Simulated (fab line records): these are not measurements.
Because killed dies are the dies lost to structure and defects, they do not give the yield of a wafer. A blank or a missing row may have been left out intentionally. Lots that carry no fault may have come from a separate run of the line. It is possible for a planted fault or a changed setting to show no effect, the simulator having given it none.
The tool behind it: which one? | flow nand harc | 13 lots with 39 wafers sampled at 5 steps, on a route of 1159 steps

## WHAT THE GAUGES SHOWED, per wafer
NHARC_P_M2_INSPECT_27. Usual: 302 for raw defect count, sd 120.
lot  | measured     | on                | raw defect count | flag
L578 | day 6 08:23  | defect inspect-02 | 433 429 372      |
L577 | day 6 09:13  | defect inspect-01 | 352 221 367      |
L580 | day 6 16:13  | defect inspect-02 | 212 334 253      |
L579 | day 7 01:43  | defect inspect-01 | 469 256 267      |
L582 | day 7 12:59  | defect inspect-02 | 291 230 248      |
L584 | day 8 03:20  | defect inspect-01 | 202 219 162      |
L586 | day 8 12:07  | defect inspect-01 | 187 226 272      |
L588 | day 8 20:55  | defect inspect-01 | 292 421 304      |
L596 | day 11 07:14 | defect inspect-02 | 299 281 484      |
L597 | day 11 08:50 | defect inspect-01 | 344 459 381      |
L598 | day 11 12:50 | defect inspect-01 | 178 190 274      |
L599 | day 11 20:44 | defect inspect-02 | 302 239 292      |
L600 | day 12 04:31 | defect inspect-01 | 324 294 386      |

NHARC_END_SORT_01. Usual: defect limited yield 95.4 %, standard deviation 1.5; killed at array 27, standard deviation 9.9; killed at other 0.6, standard deviation 0.84; killed at periphery 3.7, standard deviation 2.5; killed dies 31, standard deviation 9.9; killed open 3.0, standard deviation 1.6; killed short 1.9, standard deviation 1.2; sort_bin_2_pct 1.5 %, standard deviation 0.6; sort_bin_3_pct 0.26 %, standard deviation 0.21; sort_bin_4_pct 2.9 %, standard deviation 0.98; sort n pass 646, standard deviation 9.9; sort rim yield pct 96.3 %, standard deviation 2.4; sort yield pct 95.4 %, standard deviation 1.5.
lot  | measured     | on        | defect limited yield (%) | killed at array | killed at other | killed at periphery | killed dies | killed open | killed short | sort_bin_2_pct (%) | sort_bin_3_pct (%) | sort_bin_4_pct (%) | sort n pass | sort rim yield pct (%) | sort yield pct (%) | flag
L582 | day 20 03:56 | prober-02 | 95.0 96.2 96.5           | 30 24 24        | 1 1 0           | 3 1 0               | 34 26 24    | 3 3 0       | 1 2 2        | 1.5 0.7 1.5        | 0 0.30 0           | 3.5 2.8 2.1        | 643 651 653 | 96.2 91.5 98.1         | 95.0 96.2 96.5     |
L586 | day 22 05:56 | prober-02 | 96.9 96.9 95.9           | 15 15 15        | 0 1 1           | 6 5 12              | 21 21 28    | 5 2 4       | 3 3 2        | 0.4 1.0 1.5        | 0 0.15 0.30        | 2.7 1.9 2.4        | 656 656 649 | 96.2 99.1 98.1         | 96.9 96.9 95.9     |
L588 | day 21 23:14 | prober-01 | 93.6 93.5 94.2           | 35 38 35        | 1 2 0           | 7 4 4               | 43 44 39    | 5 6 6       | 1 4 2        | 1.8 1.6 1.8        | 0.15 0.74 0.44     | 4.4 4.1 3.5        | 634 633 638 | 96.2 96.2 96.2         | 93.6 93.5 94.2     |
L596 | day 24 14:10 | prober-02 | 94.2 95.1 92.5           | 37 30 41        | 1 1 1           | 1 2 9               | 39 33 51    | 1 1 4       | 0 3 2        | 1.8 1.9 2.5        | 0.30 0.44 0.74     | 3.7 2.5 4.3        | 638 644 626 | 97.2 99.1 98.1         | 94.2 95.1 92.5     |
L598 | day 24 07:11 | prober-01 | 93.8 93.1 92.8           | 33 39 40        | 2 0 2           | 7 8 7               | 42 47 49    | 5 2 2       | 1 3 3        | 1.9 2.5 2.7        | 0.59 0.15 0.59     | 3.7 4.3 4.0        | 635 630 628 | 91.5 98.1 95.3         | 93.8 93.1 92.8     |

## TOOL THAT RAN EACH LOT (tool first, then ch and the chambers of the sampled wafers, then the start)
lot  | NHARC_P_M2_ANNEAL_31             | NHARC_P_M2_PRE_CLEAN_32         | NHARC_P_M2_DEP_33
L578 | rtp anneal-02 ch 0, day 6 07:37  | pecvd-04 ch 0,1,2, day 6 08:27  | pecvd-04 ch 0,1,2, day 6 08:32
L577 | rtp anneal-01 ch 0, day 6 08:30  | pecvd-02 ch 1,2, day 6 09:19    | pecvd-02 ch 1,2, day 6 09:26
L580 | rtp anneal-01 ch 0, day 6 15:28  | pecvd-04 ch 0,2, day 6 16:17    | pecvd-04 ch 0,2, day 6 16:25
L579 | rtp anneal-02 ch 0, day 7 00:57  | pecvd-04 ch 0,2, day 7 01:52    | pecvd-04 ch 0,2, day 7 01:57
L582 | rtp anneal-02 ch 0, day 7 12:10  | pecvd-03 ch 0,2, day 7 13:03    | pecvd-03 ch 0,2, day 7 13:08
L584 | rtp anneal-02 ch 0, day 8 02:31  | pecvd-03 ch 0,1,2, day 8 03:51  | pecvd-03 ch 0,1,2, day 8 03:56
L586 | rtp anneal-02 ch 0, day 8 11:20  | pecvd-02 ch 0,1,2, day 8 12:11  | pecvd-02 ch 0,1,2, day 8 12:16
L588 | rtp anneal-02 ch 0, day 8 20:10  | pecvd-03 ch 0,1,2, day 8 21:01  | pecvd-03 ch 0,1,2, day 8 21:09
L596 | rtp anneal-02 ch 0, day 11 06:25 | pecvd-03 ch 0,1,2, day 11 07:17 | pecvd-03 ch 0,1,2, day 11 07:22
L597 | rtp anneal-01 ch 0, day 11 08:01 | pecvd-03 ch 1,2, day 11 09:01   | pecvd-03 ch 1,2, day 11 09:05
L598 | rtp anneal-01 ch 0, day 11 12:02 | pecvd-03 ch 0,2, day 11 13:12   | pecvd-03 ch 0,2, day 11 13:16
L599 | rtp anneal-01 ch 0, day 11 19:58 | pecvd-04 ch 0,2, day 11 20:50   | pecvd-04 ch 0,2, day 11 20:59
L600 | rtp anneal-02 ch 0, day 12 03:48 | pecvd-02 ch 0,1,2, day 12 04:37 | pecvd-02 ch 0,1,2, day 12 04:45
- NHARC_P_M2_ANNEAL_31: time 90 s.
- NHARC_P_M2_PRE_CLEAN_32: time 12 s.
- NHARC_P_M2_DEP_33: deposits SiCN, target thk 30 nm.

## AS READ BY THE TOOLS THEMSELVES (means over the sampled wafers that have a number; for cases with no such wafer, the mark the record gives instead)
NHARC_P_M2_ANNEAL_31. Usual: 225.97 for wafer_temp_C_max, sd 0.24.
lot  | tool          | wafer_temp_C_max | flag
L578 | rtp anneal-02 | 226.03           |
L577 | rtp anneal-01 | 226.15           |
L580 | rtp anneal-01 | 226.38           |
L579 | rtp anneal-02 | 226.01           |
L582 | rtp anneal-02 | 225.82           |
L584 | rtp anneal-02 | 225.93           |
L586 | rtp anneal-02 | 225.99           |
L588 | rtp anneal-02 | 226.15           |
L596 | rtp anneal-02 | 226.11           |
L597 | rtp anneal-01 | 225.88           |
L598 | rtp anneal-01 | 225.81           |
L599 | rtp anneal-01 | 226.13           |
L600 | rtp anneal-02 | 225.89           |

NHARC_P_M2_PRE_CLEAN_32. Usual: 637 W for heater power w, sd 77.
lot  | tool     | heater power w (W) | flag
L578 | pecvd-04 | 594                |
L577 | pecvd-02 | 640                |
L580 | pecvd-04 | 582                |
L579 | pecvd-04 | 600                |
L582 | pecvd-03 | 592                |
L584 | pecvd-03 | 575                |
L586 | pecvd-02 | 734                |
L588 | pecvd-03 | 565                |
L596 | pecvd-03 | 567                |
L597 | pecvd-03 | 564                |
L598 | pecvd-03 | 574                |
L599 | pecvd-04 | 578                |
L600 | pecvd-02 | 709                |

NHARC_P_M2_DEP_33. Usual: chamber pressure Torr 3.000 Torr, standard deviation 0.0072; heater power outer w 333 W, standard deviation 59; heater power w 586 W, standard deviation 86.
lot  | tool     | chamber pressure Torr (Torr) | heater power outer w (W) | heater power w (W) | flag
L578 | pecvd-04 | 3.000                        | 288                      | 522                |
L577 | pecvd-02 | 3.003                        | 371                      | 642                |
L580 | pecvd-04 | 2.991                        | 312                      | 563                |
L579 | pecvd-04 | 3.003                        | 333                      | 571                |
L582 | pecvd-03 | 3.001                        | 311                      | 541                |
L584 | pecvd-03 | 3.004                        | 279                      | 489                |
L586 | pecvd-02 | 3.008                        | 370                      | 646                |
L588 | pecvd-03 | 3.002                        | 322                      | 549                |
L596 | pecvd-03 | -                            | -                        | -                  | OFF
L597 | pecvd-03 | -                            | -                        | -                  | OFF
L598 | pecvd-03 | -                            | -                        | -                  | OFF
L599 | pecvd-04 | 2.997                        | 316                      | 554                |
L600 | pecvd-02 | 2.999                        | 379                      | 663                |

## THE ANSWER, worked out from the rows above alone
Rule: a lot is off if the mean of its wafers that have a number lies more than 3 standard deviations from the usual mean. Also off: a lot with no number at a reading for which 4 or more lots have one. Any other lot the step has rows for is counted as sound. After the gauges, taken in route order, come the tools' own readings; for these a lot's mean is taken, as printed above. At the first step where some lot is off, the reading lying furthest off is the one used; lots without a number count as furthest.
Off, at NHARC_P_M2_DEP_33 on chamber pressure Torr: L596, L597, L598. Without a number there: L596, L597, L598.
A tool fits if, at that step or a process step before it, it ran every lot that is off, and no sound lot after the first of them. One fits: NHARC_P_M2_PRE_CLEAN_32 and NHARC_P_M2_DEP_33 on pecvd-03. At NHARC_P_M2_PRE_CLEAN_32 its last sound lot is L588 (day 8 21:01), its first lot that is off L596 (day 11 07:17): a fault that began between those two fits.

## WHAT THE SIMULATOR PUT IN
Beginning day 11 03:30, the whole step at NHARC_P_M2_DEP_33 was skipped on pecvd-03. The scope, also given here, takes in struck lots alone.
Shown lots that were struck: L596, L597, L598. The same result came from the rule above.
